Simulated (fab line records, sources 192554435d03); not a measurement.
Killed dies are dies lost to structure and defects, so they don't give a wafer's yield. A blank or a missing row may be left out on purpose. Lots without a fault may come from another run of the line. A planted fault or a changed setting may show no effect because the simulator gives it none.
Chamber matching | flow n5_finfet | N5_DUMMY_REMOVAL_HM_STRIP_01 on rie_diel-05: 4 sister chambers
The step strips SiNx in CH3F/O2, stops on poly-Si, target depth 4 nm, time 6.8 s. 4 wafers are shown with their chamber, then 8 later ones without.

WAFERS WITH THEIR CHAMBER
wafer  | chamber | throttle_valve_pct (%)
L076.3 | 0       | 16.66
L076.6 | 2       | 15.74
L083.2 | 1       | 16.54
L084.1 | 3       | 16.77

WAFERS WITHOUT THEIR CHAMBER
wafer  | throttle_valve_pct (%)
L084.2 | 16.68
L084.3 | 16.54
L089.3 | 16.79
L089.5 | 15.77
L089.6 | 16.56
L095.1 | 16.80
L095.2 | 16.72
L095.4 | 15.79

WHICH CHAMBER EACH WENT THROUGH
wafer  | from the rows above     | in truth
L084.2 | 0                       | 0
L084.3 | 1                       | 1
L089.3 | 3                       | 3
L089.5 | 2                       | 2
L089.6 | 1                       | 1
L095.1 | 3                       | 3
L095.2 | can't be placed: 3 or 0 | 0
L095.4 | 2                       | 2
Placed correctly: 7 of 8. Can't be placed from these rows: 1 (the true chamber is among the candidates in 1). Placed wrongly: 0.
How it was worked out, from the rows above alone: a wafer's distance from a chamber is the root of the sum, over the readings, of the square of ((its reading less the chamber's mean) divided by the reading's scatter). The wafer belongs to the nearest chamber; if the next one is less than 2 further off, it can't be placed. A chamber's mean is the mean of its shown wafers. The scatter: with one shown wafer a chamber, the root of the mean of the squares of how far each hidden wafer lies from its nearest shown one.
